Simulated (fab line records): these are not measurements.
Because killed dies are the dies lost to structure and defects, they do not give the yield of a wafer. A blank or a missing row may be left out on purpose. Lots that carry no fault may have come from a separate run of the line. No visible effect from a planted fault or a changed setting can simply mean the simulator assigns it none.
Which tool was responsible? -- flow n5_finfet -- 11 lots, 32 wafers sampled, at 5 steps of a route of 1938

WHAT THE GAUGES READ, wafer by wafer
N5_BEOL_M7_CD_MEAS_11 targets a cd of 38.5 nm. Usual: cd_nm reads 38.7 nm (standard deviation 0.54).
lot,measured,on,cd_nm (nm),flag
L887,day 9 02:38,cd_sem-02,38.6 38.3,
L889,day 9 09:45,cd_sem-03,38.3 38.5 38.0,
L890,day 9 16:18,cd_sem-02,39.6 38.5 38.9,
L895,day 11 00:15,cd_sem-01,39.0 39.0 38.4,
L896,day 11 06:12,cd_sem-02,37.7 37.7 38.6,
L898,day 11 16:23,cd_sem-01,39.0 39.0 39.3,
L901,day 13 00:30,cd_sem-03,39.1 38.7 39.0,
L902,day 13 01:52,cd_sem-01,38.6 38.7 38.2,
L906,day 13 18:41,cd_sem-03,38.6 38.3 39.1,
L909,day 15 05:32,cd_sem-01,39.2 38.6 38.3,
L910,day 15 05:37,cd_sem-02,38.9 38.7 38.8,

N5_BEOL_M7_INSPECT_13: inspects for defects (brightfield). Usual: raw_defect_count reads 388 (standard deviation 82).
lot,measured,on,raw_defect_count,flag
L887,day 9 02:41,defect_inspect-01,367 460,
L889,day 9 09:48,defect_inspect-02,431 414 397,
L890,day 9 16:21,defect_inspect-02,291 348 366,
L895,day 11 00:18,defect_inspect-01,355 417 451,
L896,day 11 06:15,defect_inspect-02,749 792 733,OFF
L898,day 11 16:26,defect_inspect-02,850 760 973,OFF
L901,day 13 00:33,defect_inspect-02,377 375 573,
L902,day 13 01:55,defect_inspect-01,304 339 340,
L906,day 13 18:44,defect_inspect-01,478 317 257,
L909,day 15 05:35,defect_inspect-01,446 394 452,
L910,day 15 05:40,defect_inspect-02,407 560 320,

EACH LOT AND THE TOOL THAT RAN IT (in order: tool; ch and the chambers of the sampled wafers; start)
lot,N5_BEOL_M6_ANNEAL_51,N5_BEOL_M7_PECVD_70,N5_BEOL_M7_HM_DEP_02
L887,"rtp_anneal-01 ch 0, day 8 21:56","pecvd-01 ch 0,2, day 8 23:20","pvd_sputter-03, day 9 02:16"
L889,"rtp_anneal-02 ch 0, day 9 07:11","pecvd-04 ch 1,2, day 9 08:33","pvd_sputter-01, day 9 09:15"
L890,"rtp_anneal-01 ch 0, day 9 13:50","pecvd-04 ch 0,1, day 9 15:14","pvd_sputter-03, day 9 15:55"
L895,"rtp_anneal-02 ch 0, day 10 19:47","pecvd-01 ch 1,2, day 10 21:07","pvd_sputter-03, day 10 23:45"
L896,"rtp_anneal-02 ch 0, day 11 01:44","pecvd-04 ch 1,2, day 11 03:35","pvd_sputter-02, day 11 05:49"
L898,"rtp_anneal-02 ch 0, day 11 13:09","pecvd-04 ch 0,1,2, day 11 14:36","pvd_sputter-01, day 11 15:53"
L901,"rtp_anneal-01 ch 0, day 12 21:32","pecvd-01 ch 1,2, day 12 23:14","pvd_sputter-02, day 13 00:00"
L902,"rtp_anneal-02 ch 0, day 12 22:02","pecvd-03 ch 0,2, day 12 23:43","pvd_sputter-01, day 13 01:22"
L906,"rtp_anneal-02 ch 0, day 13 15:32","pecvd-01 ch 0,1, day 13 17:00","pvd_sputter-03, day 13 18:11"
L909,"rtp_anneal-02 ch 0, day 15 02:15","pecvd-01 ch 0,1,2, day 15 04:05","pvd_sputter-03, day 15 05:02"
L910,"rtp_anneal-02 ch 0, day 15 03:17","pecvd-04 ch 0,1, day 15 04:35","pvd_sputter-03, day 15 05:14"
- N5_BEOL_M6_ANNEAL_51: time 90 s.
- N5_BEOL_M7_PECVD_70: deposits SiO2 from TEOS/O2, target thk 20 nm, time 22.7 s.
- N5_BEOL_M7_HM_DEP_02: deposits TiN, target thk 20 nm.

AS READ BY THE TOOLS THEMSELVES (means over the sampled wafers that have a number; for cases with no such wafer, the mark the record gives instead)
N5_BEOL_M6_ANNEAL_51. Usual: anneal_temp_c_max 226.3, standard deviation 0.43; wafer_temp_C_max 226.3, standard deviation 0.4.
lot,tool,anneal_temp_c_max,wafer_temp_C_max,flag
L887,rtp_anneal-01,225.9,226.8,
L889,rtp_anneal-02,226.3,225.9,
L890,rtp_anneal-01,225.9,227.0,
L895,rtp_anneal-02,226.3,225.8,
L896,rtp_anneal-02,226.7,225.9,
L898,rtp_anneal-02,226.6,226.0,
L901,rtp_anneal-01,225.9,226.4,
L902,rtp_anneal-02,226.4,226.3,
L906,rtp_anneal-02,226.7,226.3,
L909,rtp_anneal-02,226.6,225.9,
L910,rtp_anneal-02,226.8,226.3,

N5_BEOL_M7_PECVD_70. Usual: heater_power_w 747 W, standard deviation 79; showerhead_plenum_p_Torr 8.85 Torr, standard deviation 0.061; throttle_valve_pct 22.4 %, standard deviation 1.3.
lot,tool,heater_power_w (W),showerhead_plenum_p_Torr (Torr),throttle_valve_pct (%),flag
L887,pecvd-01,744,8.84,21.6,
L889,pecvd-04,805,8.88,23.2,
L890,pecvd-04,703,8.88,23.0,
L895,pecvd-01,695,8.92,22.6,
L896,pecvd-04,853,8.82,22.6,
L898,pecvd-04,754,8.83,22.5,
L901,pecvd-01,751,8.89,24.1,
L902,pecvd-03,773,8.90,21.6,
L906,pecvd-01,733,8.81,23.2,
L909,pecvd-01,749,8.84,22.9,
L910,pecvd-04,691,8.83,22.6,

N5_BEOL_M7_HM_DEP_02. Usual: throttle_valve_pct reads 30.2 % (standard deviation 0.99).
lot,tool,throttle_valve_pct (%),flag
L887,pvd_sputter-03,29.8,
L889,pvd_sputter-01,29.7,
L890,pvd_sputter-03,30.5,
L895,pvd_sputter-03,30.2,
L896,pvd_sputter-02,28.9,
L898,pvd_sputter-01,29.9,
L901,pvd_sputter-02,30.0,
L902,pvd_sputter-01,30.1,
L906,pvd_sputter-03,30.7,
L909,pvd_sputter-03,29.9,
L910,pvd_sputter-03,30.4,

THE ANSWER, worked out from the rows above alone
Rule: lot off if the mean of its wafers having a number is beyond 3 standard deviations from the usual mean. Also off: a lot with no number at a reading for which 4 or more lots have one. All remaining lots with rows at the step are treated as sound. Order of review: gauges by route order, followed by the tools' own readings, for which a lot's mean as printed above is used. The first step at which some lot is off is used, and at that step the reading that is off furthest; a lot without a number counts as furthest.
Off, at N5_BEOL_M7_INSPECT_13 on raw_defect_count: L896, L898.
A tool fits if, at a process step before that reading, it ran every lot that is off, and no sound lot after the first of them. Gauges at N5_BEOL_M7_INSPECT_13: tried the same way as those tools. Not one of the candidates tried fits.

WHAT WAS PUT IN BY THE SIMULATOR
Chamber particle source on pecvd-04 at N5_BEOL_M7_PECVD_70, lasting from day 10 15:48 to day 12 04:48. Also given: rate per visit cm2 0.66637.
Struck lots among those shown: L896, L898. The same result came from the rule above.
